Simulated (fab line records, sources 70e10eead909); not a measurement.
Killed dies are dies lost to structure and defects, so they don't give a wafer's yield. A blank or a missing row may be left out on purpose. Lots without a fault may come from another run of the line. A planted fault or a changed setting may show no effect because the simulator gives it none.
fab line records | flow nand_harc
record lots=13 wafers=39 last_day=24
route steps=1159 shown A_STAIRCASE@742 A_SGD_CUT@759
lots that met no fault: from a run of the same line without faults
start_h: hours from the record's first day to the start of the lot's first wafer shown | wait_h: hours since the lot's step before | " the same as in the row above | L1.1+2: a row that stands for several wafers | - no value, or no start given | * or withheld: withheld | < > ~ a bound
route shown NAME@n: a module of which the file shows steps, and the number in the route of the first | usual: mean/standard deviation of fault-free wafers | same: alike in all rows | chamber/n: place in a boat | sites: the reading at each site | _std_site: their standard deviation | _edge_site: outer sites' mean less inner sites' | radius_mm: how far each site lies from the wafer's centre | mask NAME#n: copy n | behind: the tool/chamber that last shaped the wafer | hold: why the lot was held/for how many hours/how that ended | device: the transistor (n, p or np) that didn't switch | end of line: the same wafers' tests at the end of the route | a step without rows: its recipe alone | killed: dies lost to structure and defects at the first sort, not the wafer's yield | map: a wafer's dies, x killed, . not, _ none there
set.NAME: the setting as run; set.NAME@STEP: as run at that earlier step | model.NAME: the simulator's own value behind a step, which no gauge read
steps of the route over a sample of lots; a table a step, a row a wafer
services: from which hour (start_h, from the record's first day; less than 0 if before it) a tool's chamber was out of use, for how many hours, and why
## steps
# step NHARC_A_STAIRCASE_DEP_471
# recipe target_thk_a=1000 temp_c=400 pressure_torr=6.5 rf_w=900 teos_flow_sccm=161.4 flow_sccm=2650 target_thk_nm=100 gas=O2 material=SiO2
# usual heater_power_w=562/140 throttle_valve_pct=15.7/0.56
# columns lot.wafer tool chamber start_h wait_h heater_power_w since_wet_clean_h throttle_valve_pct
L213.3 pecvd-04 1 317.95 - 771 109 15.4
L213.4 " 1 " " 798 - 15.4
L213.6 " 2 " " 522 - 15.6
L209.3 pecvd-02 1 318.22 - 554 152 17.1
L209.1 " 0 " " 669 152 16.8
L209.4 " 2 " " 498 - 15.3
L212.2 pecvd-02 0 319.10 - 578 153 17.1
L212.3 " 1 " " 485 153 17.0
L212.4 " 0 " " 565 - 16.6
L210.1 pecvd-01 1 324.77 - 509 74 15.2
L210.3 " 0 " " 700 75 15.6
L210.6 " 1 " " 508 - 15.2
L214.3 pecvd-01 2 325.97 - 360 76 15.5
L214.4 " 0 " " 663 - 15.8
L214.5 " 1 " " 501 - 15.4
L215.2 pecvd-01 1 335.76 - 447 85 15.5
L215.5 " 1 " " 449 - 15.1
L215.6 " 2 " " 372 - 15.6
L216.2 pecvd-04 1 349.07 - 803 140 15.2
L216.3 " 2 " " 537 140 15.8
L216.4 " 0 " " 722 - 14.8
L218.2 pecvd-04 0 360.95 - 623 152 14.5
L218.6 " 2 " " 531 - 15.8
L218.4 " 1 " " 759 - 15.4
L219.3 pecvd-01 1 387.04 - 387 137 15.5
L219.2 " 2 " " 290 137 15.9
L219.1 " 0 " " 567 137 15.6
L225.1 pecvd-04 1 401.85 - 780 12 15.4
L225.5 " 1 " " 788 - 15.7
L225.4 " 2 " " 544 - 15.7
L223.3 pecvd-04 0 404.97 - 706 15 14.9
L223.2 " 1 " " 618 15 15.5
L223.1 " 2 " " 574 15 15.7
L227.3 pecvd-02 0 414.97 - 713 68 16.9
L227.1 " 1 " " 545 68 16.4
L227.6 " 2 " " 529 - 16.0
L231.2 pecvd-02 0 438.89 - 692 92 17.2
L231.1 " 1 " " 492 92 16.7
L231.6 " 1 " " 493 - 16.6
# step NHARC_A_SGD_CUT_OVL_MEAS_10
# usual overlay_x_nm=-0.3/0.86 overlay_y_nm=-0.1/0.76
# columns lot.wafer tool chamber start_h wait_h overlay_x_nm overlay_y_nm
L213.3 overlay-02 - 319.50 - -1.7 -1.6
L213.4 " - " " -1.3 -1.3
L213.6 " - " " -1.7 -1.1
L209.1 overlay-01 - 319.73 - 0.4 1.5
L209.3 " - " " 0.5 1.3
L209.4 " - " " 0.2 1.1
L212.2 overlay-02 - 320.56 - 0.3 0.7
L212.3 " - " " 0.3 0.3
L212.4 " - " " 0.0 0.8
L210.1 overlay-01 - 326.29 - 1.2 -0.5
L210.3 " - " " 0.4 -1.3
L210.6 " - " " 0.8 -1.3
L214.3 overlay-01 - 327.52 - -0.3 -0.6
L214.4 " - " " -0.5 -0.5
L214.5 " - " " -0.4 -0.7
L215.2 overlay-02 - 337.35 - 0.4 -0.8
L215.5 " - " " -0.1 -1.0
L215.6 " - " " 0.0 -1.2
L216.2 overlay-01 - 350.54 - 0.9 -0.2
L216.3 " - " " 0.1 -0.3
L216.4 " - " " 0.6 -0.1
L218.2 overlay-01 - 362.41 - -1.1 1.0
L218.4 " - " " -1.1 0.9
L218.6 " - " " -1.0 1.7
L219.1 overlay-02 - 388.54 - 0.2 0.4
L219.2 " - " " 0.5 0.0
L219.3 " - " " -0.4 -0.2
L225.1 overlay-01 - 403.49 - -2.6 0.5
L225.4 " - " " -2.2 0.4
L225.5 " - " " -2.5 0.1
L223.1 overlay-02 - 406.61 - 0.6 0.4
L223.2 " - " " 0.6 0.5
L223.3 " - " " 0.4 0.3
L227.1 overlay-01 - 416.31 - -0.4 -1.4
L227.3 " - " " -0.6 -0.3
L227.6 " - " " -0.3 -1.2
L231.1 overlay-02 - 440.39 - -0.6 0.1
L231.2 " - " " -0.7 0.3
L231.6 " - " " -0.9 0.1
# step NHARC_A_SGD_CUT_ETCH_16
# recipe target_depth_a=3105 time_s=155.2 c4f8_flow_sccm=withheld o2_flow_sccm=8 ar_flow_sccm=withheld rf_w=600 bias_w=800 chemistry=C4F8/O2/Ar
# usual bias_w=799.6/2.3 chamber_pressure_mTorr=25.001/0.024 oes_product_au=0.974/0.017 rf_vpp_V=722/3.7
# columns lot.wafer tool chamber start_h wait_h bias_w chamber_pressure_mTorr oes_product_au rf_hours_counter_h rf_vpp_V
L213.3 rie_diel-08 0 320.19 - 796.0 24.988 0.967 1 724
L213.4 " 1 " " 799.1 24.980 0.966 1 723
L213.6 " 0 " " 798.8 24.972 0.963 - 725
L209.1 rie_diel-04 2 320.67 - 795.5 24.998 0.951 3 726
L209.3 " 1 " " 798.2 24.982 0.941 2 718
L209.4 " 1 " " 796.9 24.985 0.940 - 718
L212.2 rie_diel-08 2 321.24 - 800.5 25.027 0.970 1 718
L212.4 " 3 " " 799.1 24.963 0.986 1 722
L212.3 " 1 " " 798.2 24.977 0.968 1 723
L210.1 rie_diel-06 1 326.98 - 795.0 25.021 0.982 6 721
L210.3 " 2 " " 800.1 24.996 0.990 6 720
L210.6 " 0 " " 803.0 25.018 0.977 - 729
L214.4 rie_diel-08 3 328.18 - 804.5 24.996 0.983 2 722
L214.3 " 1 " " 798.7 24.981 0.974 2 722
L214.5 " 0 " " 802.5 24.974 0.986 - 723
L215.2 rie_diel-06 2 338.03 - 800.4 24.992 0.988 6 720
L215.5 " 1 " " 803.4 25.047 0.983 - 720
L215.6 " 2 " " 799.2 24.962 0.990 - 720
L216.3 rie_diel-04 1 351.25 - 801.9 25.060 0.973 5 717
L216.4 " 2 " " 798.2 25.015 0.926 5 728
L216.2 " 3 " " 803.6 24.978 0.967 6 718
L218.2 rie_diel-06 0 363.10 - 797.9 24.978 0.995 10 730
L218.4 " 1 " " 802.9 25.009 0.994 9 719
L218.6 " 3 " " 801.0 24.968 0.986 - 726
L219.3 rie_diel-08 2 389.22 - 798.2 24.986 0.943 8 717
L219.2 " 3 " " 801.5 25.002 0.945 8 722
L219.1 " 0 " " 803.3 25.020 0.966 8 724
L225.1 rie_diel-08 1 404.20 - 800.4 25.037 0.968 9 722
L225.4 " 2 " " 800.9 25.007 0.972 10 717
L225.5 " 3 " " 796.1 24.980 0.980 - 720
L223.1 rie_diel-08 1 407.32 - 796.7 24.984 0.952 10 723
L223.3 " 2 " " 799.2 24.971 0.958 10 717
L223.2 " 3 " " 800.7 24.986 0.976 11 722
L227.3 rie_diel-06 3 416.98 - 803.3 25.010 0.980 13 725
L227.1 " 0 " " 798.3 24.960 1.025 13 728
L227.6 " 0 " " 799.7 25.055 1.019 - 728
L231.2 rie_diel-08 2 441.06 - 801.5 25.017 0.975 14 717
L231.1 " 3 " " 800.6 24.972 0.970 14 720
L231.6 " 2 " " 800.0 24.972 0.960 - 718
# step NHARC_A_SGD_CUT_STRIP_17
# recipe o2_flow_sccm=500 ar_flow_sccm=0 bias_w=0 chemistry=O2
# usual chamber_pressure_mTorr=60.01/0.057 drypump_motor_current_A=5.8/0.35 oes_product_au=1.000/0.014 rf_vpp_V=57.9/0.87 showerhead_plenum_p_Torr=3.51/0.12 throttle_valve_pct=17.036/0.0096
# same bias_w=0
# columns lot.wafer tool chamber start_h wait_h chamber_pressure_mTorr drypump_motor_current_A oes_product_au rf_hours_counter_h rf_vpp_V showerhead_plenum_p_Torr throttle_valve_pct
L213.3 rie_diel-08 1 - - 59.89 5.4 1.004 1 58.8 3.52 17.057
L213.4 " 2 " " 59.95 6.1 0.995 1 56.7 3.33 17.028
L213.6 " 1 " " 59.93 5.3 0.999 - 58.2 3.52 17.030
L209.1 rie_diel-04 2 - - 59.93 5.5 0.973 3 59.0 3.65 17.036
L209.3 " 1 " " 60.01 5.7 0.978 2 56.8 3.34 17.043
L209.4 " 2 " " 60.02 5.5 0.974 - 58.6 3.65 17.045
L212.4 rie_diel-08 1 - - 59.98 5.4 0.988 1 58.3 3.52 17.035
L212.3 " 2 " " 59.97 6.0 0.990 1 57.2 3.33 17.022
L212.2 " 3 " " 60.04 5.6 0.999 1 56.4 3.46 17.032
L210.3 rie_diel-06 3 - - 60.01 5.5 1.027 6 58.5 3.60 17.043
L210.1 " 0 " " 59.99 6.2 1.023 7 57.1 3.72 17.049
L210.6 " 2 " " 60.01 5.6 1.011 - 56.6 3.41 17.029
L214.3 rie_diel-08 0 - - 59.91 6.0 1.011 2 57.5 3.54 17.043
L214.4 " 3 " " 59.97 5.6 1.004 2 56.9 3.46 17.025
L214.5 " 0 " " 60.02 6.0 1.013 - 57.5 3.54 17.037
L215.2 rie_diel-06 3 - - 60.11 5.5 1.031 7 57.6 3.60 17.029
L215.6 " 0 " " 60.01 6.3 1.014 - 58.8 3.72 17.016
L215.5 " 1 " " 59.98 6.5 1.014 - 57.8 3.46 17.046
L216.2 rie_diel-04 3 - - 59.95 5.9 1.005 6 56.5 3.36 17.029
L216.3 " 0 " " 60.04 5.7 1.011 2 57.2 3.65 17.045
L216.4 " 2 " " 60.07 5.5 0.965 5 57.7 3.65 17.046
L218.2 rie_diel-06 0 - - 59.93 6.2 1.014 10 59.4 3.72 17.024
L218.4 " 3 " " 59.92 5.5 1.018 10 58.5 3.60 17.016
L218.6 " 1 " " 59.99 6.5 1.009 - 57.0 3.46 17.033
L219.1 rie_diel-08 1 - - 59.93 5.4 1.009 8 58.4 3.51 17.041
L219.2 " 2 " " 60.00 6.1 0.996 8 57.7 3.33 17.051
L219.3 " 3 " " 60.01 5.6 0.999 8 57.8 3.46 17.043
L225.4 rie_diel-08 3 - - 59.97 5.6 1.000 10 57.2 3.46 17.041
L225.1 " 1 " " 60.00 5.4 1.005 9 58.6 3.51 17.045
L225.5 " 0 " " 60.17 6.0 1.003 - 57.7 3.53 17.017
L223.2 rie_diel-08 2 - - 59.96 6.1 0.993 10 57.2 3.33 17.045
L223.3 " 3 " " 60.03 5.6 0.995 11 58.7 3.46 17.038
L223.1 " 1 " " 59.97 5.4 0.985 10 57.8 3.51 17.017
L227.1 rie_diel-06 2 - - 60.04 5.7 1.005 12 58.0 3.41 17.034
L227.3 " 0 " " 60.04 6.2 1.006 13 60.3 3.72 17.025
L227.6 " 2 " " 60.09 5.7 0.991 - 58.0 3.41 17.048
L231.2 rie_diel-08 1 - - 60.07 5.4 0.988 15 55.5 3.51 17.025
L231.1 " 2 " " 60.00 6.0 0.993 14 56.7 3.33 17.047
L231.6 " 0 " " 60.04 6.0 0.998 - 59.2 3.53 17.034
## services
# columns tool chamber start_h hours kind
rie_diel-08 - 301.80 9.0 pm
rie_diel-08 0 301.80 9.0 vent_cycle
rie_diel-08 1 301.80 9.0 vent_cycle
rie_diel-08 2 301.80 9.0 vent_cycle
rie_diel-08 3 301.80 9.0 vent_cycle
rie_diel-06 1 302.64 6.3 repair
rie_diel-08 0 310.80 - clean
rie_diel-08 1 310.80 - clean
rie_diel-08 2 310.80 - clean
rie_diel-08 3 310.80 - clean
rie_diel-08 1 315.84 3.2 repair
rie_diel-04 0 318.01 31.7 repair
rie_diel-06 2 319.32 1.3 repair
pecvd-02 - 334.00 13.0 pm
rie_diel-04 2 340.91 9.2 repair
pecvd-01 0 360.10 13.8 repair
rie_diel-04 1 367.86 16.2 repair
pecvd-02 - 369.11 0.8 repair
pecvd-04 - 377.30 13.0 pm
rie_diel-08 2 417.84 3.3 repair
rie_diel-06 - 418.22 9.0 pm
pecvd-01 - 418.44 13.0 pm
rie_diel-08 3 420.08 9.9 repair
rie_diel-04 2 426.20 2.4 repair
## key
first_sign step=NHARC_A_SGD_CUT_ETCH_16 reading=oes_product_au direction=up sigmas=2.8 usual=0.974 struck=1.022
effect none on later readings
met_at NHARC_A_SGD_CUT_ETCH_16
struck_lots L227
struck_wafers L227.1,L227.6
sort_left_out L227.1,L227.6
tester_left_out L227
not_acting_at NHARC_A_STAIRCASE_DEP_471,NHARC_A_SGD_CUT_OVL_MEAS_10,NHARC_A_SGD_CUT_STRIP_17
onset_between 363.10 416.98
fault kind=process_parameter_drift tool=rie_diel-06 chamber=0 onset_h=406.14 steps=NHARC_A_SGD_CUT_ETCH_16 channel=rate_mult offset=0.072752 shape=step end_h=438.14
# tester_left_out: of these lots the tester's yield and bins aren't shown, on N5 and GAA mostly nor the transistor test; their killed dies are dies lost to structure and defects alone, not to doping, threshold or leakage, so they don't give the yield
# sort_left_out: the simulated sort isn't trusted on such a fault, so these wafers' sort isn't shown, and their yield isn't known
